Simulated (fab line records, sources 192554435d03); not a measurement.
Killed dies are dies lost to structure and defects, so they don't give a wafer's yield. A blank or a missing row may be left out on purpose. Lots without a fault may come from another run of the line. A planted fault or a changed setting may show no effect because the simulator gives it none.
Which tool did it? | flow n5_finfet | 9 lots, 27 wafers sampled, at 1 step of a route of 1938

WHAT THE GAUGES READ, wafer by wafer
N5_BEOL_M4_OVL_MEAS_12.
lot  | measured     | on         | M4_OVL (nm)
L077 | day 8 01:09  | overlay-01 | -0.8 -1.0 -0.4
L078 | day 8 18:15  | overlay-02 | -0.4 -0.8 -0.6
L082 | day 9 12:55  | overlay-01 | -0.1 -0.3 0.8
L085 | day 10 06:55 | overlay-01 | -0.4 -0.9 0.5
L088 | day 10 20:36 | overlay-02 | 1.1 -0.2 0.6
L090 | day 11 13:58 | overlay-02 | -0.2 -0.4 -0.5
L092 | day 12 08:21 | overlay-01 | -0.4 -1.0 -0.1
L095 | day 12 18:44 | overlay-02 | 0.4 -0.2 0.0
L094 | day 13 05:01 | overlay-02 | -1.3 -0.8 0.4

WHICH TOOL RAN EACH LOT (tool, then ch and the chambers of the sampled wafers, then the start)
The record holds no process step before these readings.

THE ANSWER, worked out from the rows above alone
Rule: what is usual is taken from the lots themselves. Put in order of their means at a reading, lots are off if they are a third of the lots or fewer, leave a main group of 4 or more, and stand apart from it by a gap of 3 or more times the standard deviation of the main group's means; of several such gaps the widest counts. A main group whose means are all the same, to the digits that the tables above print for the reading, isn't used. A lot without any number at a reading at which 4 lots or more have one is off too. The other lots that the step has rows for count as sound.
No lot is off at any reading shown: from this, nothing can be told.

WHAT THE SIMULATOR HAD PUT IN
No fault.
